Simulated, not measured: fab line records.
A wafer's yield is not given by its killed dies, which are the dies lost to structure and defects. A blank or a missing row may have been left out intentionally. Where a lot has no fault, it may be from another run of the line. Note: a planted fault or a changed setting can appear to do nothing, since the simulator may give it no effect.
Matching of chambers ; flow n5Finfet ; 4 sister chambers for N5_BEOL_M10_ETCH_66 on rieDiel-05
The step etches SOC in N2/H2, target depth 120 nm, overetch 24 nm, time 180 s. 8 wafers are shown with their chamber, then 8 later ones without.

## WAFERS, EACH WITH ITS CHAMBER
wafer;chamber;showerheadPlenumPTorr (Torr);rfVppV (V)
L077.1;1;2.66;527.1
L085.2;2;2.61;525.9
L085.3;0;2.49;523.3
L085.4;3;2.67;527.9
L089.1;3;2.66;528.7
L089.2;0;2.48;522.4
L089.3;1;2.65;526.3
L094.2;2;2.61;525.3

## WAFERS WITH NO CHAMBER GIVEN
wafer;showerheadPlenumPTorr (Torr);rfVppV (V)
L094.5;2.65;527.4
L094.6;2.48;521.2
L096.4;2.64;525.3
L096.5;2.66;527.5
L096.6;2.61;525.4
L097.1;2.48;521.7
L097.2;2.61;526.1
L097.6;2.66;525.0

## WHICH CHAMBER EACH ONE RAN IN
wafer;from the rows above;in truth
L094.5;can't be placed: 1 or 3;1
L094.6;0;0
L096.4;can't be placed: 1 or 2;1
L096.5;can't be placed: 1 or 3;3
L096.6;2;2
L097.1;0;0
L097.2;2;2
L097.6;1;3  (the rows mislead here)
4 of 8 placed correctly. From these rows, 3 cannot be placed; in 3 the true chamber is one of the candidates. Placed wrongly: 1.
How it was worked out, from the rows above alone: a wafer's distance from a chamber is the root of the sum, over the readings, of the square of ((its reading less the chamber's mean) divided by the reading's scatter). If the next closest chamber is less than 2 further off than the closest, the wafer can't be placed; otherwise it belongs to the closest. A chamber's mean is the mean of its shown wafers. The scatter: take each reading less its chamber's mean, square it, sum over the shown wafers, divide by the number of wafers less the number of chambers, and take the root.
